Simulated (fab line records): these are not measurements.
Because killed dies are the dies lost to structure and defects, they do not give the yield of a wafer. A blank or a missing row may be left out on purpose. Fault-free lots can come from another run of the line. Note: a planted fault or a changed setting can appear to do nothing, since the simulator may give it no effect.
Split-lot trial :: flow n5 finfet :: 21 wafers read from 7 lots, route of 1938 steps

## ABOUT THE SPLIT
At N5_BEOL_M12_ETCH_67 (etches SiARC in CF4, target depth 143 nm, time 238.3 s), the setting source w was moved away from the recipe's 545 W on 6 of the 21 wafers read, by -12.5% to -8.8%. All remaining wafers had this setting at the recipe value.

The reading comes from the split's own step.

## THE READING
rf vpp V, in V, at N5_BEOL_M12_ETCH_67 (etches SiARC in CF4, target depth 143 nm, time 238.3 s). Fault-free wafers of this fab line usually give 183.7 V, standard deviation 1.2 V.

wafer: L074.2
tool, chamber at the split: rie diel-03, 3
source w as run, W: 483
against the recipe: -11.4%
rf vpp V, V: 191.0
against lot-mates on the recipe: +4.7

wafer: L074.3
tool, chamber at the split: rie diel-03, 1
source w as run, W: 483
against the recipe: -11.4%
rf vpp V, V: 190.9
against lot-mates on the recipe: +4.6

wafer: L074.5
tool, chamber at the split: rie diel-03, 2
source w as run, W: 545
against the recipe: recipe
rf vpp V, V: 186.3
against lot-mates on the recipe: -

wafer: L086.3
tool, chamber at the split: rie diel-04, 0
source w as run, W: 545
against the recipe: recipe
rf vpp V, V: 183.0
against lot-mates on the recipe: -

wafer: L086.5
tool, chamber at the split: rie diel-04, 1
source w as run, W: 478
against the recipe: -12.3%
rf vpp V, V: 192.5
against lot-mates on the recipe: +9.4

wafer: L086.6
tool, chamber at the split: rie diel-04, 0
source w as run, W: 545
against the recipe: recipe
rf vpp V, V: 183.1
against lot-mates on the recipe: -

wafer: L081.1
tool, chamber at the split: rie diel-03, 3
source w as run, W: 545
against the recipe: recipe
rf vpp V, V: 183.6
against lot-mates on the recipe: -

wafer: L081.2
tool, chamber at the split: rie diel-03, 1
source w as run, W: 545
against the recipe: recipe
rf vpp V, V: 184.5
against lot-mates on the recipe: -

wafer: L081.4
tool, chamber at the split: rie diel-03, 0
source w as run, W: 545
against the recipe: recipe
rf vpp V, V: 183.5
against lot-mates on the recipe: -

wafer: L090.2
tool, chamber at the split: rie diel-01, 1
source w as run, W: 545
against the recipe: recipe
rf vpp V, V: 184.7
against lot-mates on the recipe: -

wafer: L090.3
tool, chamber at the split: rie diel-01, 0
source w as run, W: 545
against the recipe: recipe
rf vpp V, V: 182.7
against lot-mates on the recipe: -

wafer: L090.6
tool, chamber at the split: rie diel-01, 0
source w as run, W: 476.8
against the recipe: -12.5%
rf vpp V, V: 192.7
against lot-mates on the recipe: +9.0

wafer: L089.3
tool, chamber at the split: rie diel-04, 0
source w as run, W: 545
against the recipe: recipe
rf vpp V, V: 183.7
against lot-mates on the recipe: -

wafer: L089.4
tool, chamber at the split: rie diel-04, 0
source w as run, W: 497
against the recipe: -8.8%
rf vpp V, V: 189.4
against lot-mates on the recipe: +5.7

wafer: L089.6
tool, chamber at the split: rie diel-04, 2
source w as run, W: 497
against the recipe: -8.8%
rf vpp V, V: 190.5
against lot-mates on the recipe: +6.8

wafer: L087.3
tool, chamber at the split: rie diel-03, 3
source w as run, W: 545
against the recipe: recipe
rf vpp V, V: 182.5
against lot-mates on the recipe: -

wafer: L087.4
tool, chamber at the split: rie diel-03, 0
source w as run, W: 545
against the recipe: recipe
rf vpp V, V: 183.5
against lot-mates on the recipe: -

wafer: L087.5
tool, chamber at the split: rie diel-03, 2
source w as run, W: 545
against the recipe: recipe
rf vpp V, V: 184.3
against lot-mates on the recipe: -

wafer: L093.3
tool, chamber at the split: rie diel-03, 2
source w as run, W: 545
against the recipe: recipe
rf vpp V, V: 184.8
against lot-mates on the recipe: -

wafer: L093.4
tool, chamber at the split: rie diel-03, 3
source w as run, W: 545
against the recipe: recipe
rf vpp V, V: 182.0
against lot-mates on the recipe: -

wafer: L093.6
tool, chamber at the split: rie diel-03, 1
source w as run, W: 545
against the recipe: recipe
rf vpp V, V: 182.3
against lot-mates on the recipe: -

FIT RESULTS
A straight line over all 21 wafers: rf vpp V changes by -0.693 V for each +1% of source w; r = -0.96; the points scatter about the line by 1 V.
The same after taking each lot's own level away (the mean of its wafers on the recipe; 21 wafers): -0.616 V for each +1%; r = -0.94; scatter 1.2 V.
Per that fit: largest source w move, reading shift of 7.7 V.
The span of the lots' own levels, 183.03 to 186.30 V, comes to 2.7 times the standard deviation stated above.
In other words, the slope is changed by the lot-to-lot level; the two fits disagree.
Check: with one of the wafers moved furthest among these (-12.5%) left out of the fit, the line predicts +7.35 V for it against its lot-mates. Against them it came out at +9 V.
Tool readings at the split's step, against how far the setting was moved: rf vpp V r = -0.96.

## FURTHER SPLITS ON THESE WAFERS
Before the reading, these wafers also passed through other splits. Each is held against what the fit with the lots' levels taken away leaves over:
other split on the same wafers: N5_BEOL_M8_TRENCH_ETCH_37 time s
wafers away from the commonest value: 4
r with rf vpp V (lot level and that fit taken away): +0.29

other split on the same wafers: N5_BEOL_M10_COAT_59 spin rpm
wafers away from the commonest value: 2
r with rf vpp V (lot level and that fit taken away): +0.33

other split on the same wafers: N5_BEOL_M10_EXPOSE_08 dose mj
wafers away from the commonest value: 4
r with rf vpp V (lot level and that fit taken away): +0.16

other split on the same wafers: N5_BEOL_M11_PECVD_70 temp c
wafers away from the commonest value: 6
r with rf vpp V (lot level and that fit taken away): +0.20

other split on the same wafers: N5_BEOL_M11_COAT_63 spin rpm
wafers away from the commonest value: 6
r with rf vpp V (lot level and that fit taken away): +0.09

other split on the same wafers: N5_BEOL_M11_COAT_22 spin rpm
wafers away from the commonest value: 6
r with rf vpp V (lot level and that fit taken away): -0.17

## THE FILE'S OWN FIT
rf vpp V changes by -0.654 V for each +1% of source w, r = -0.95.
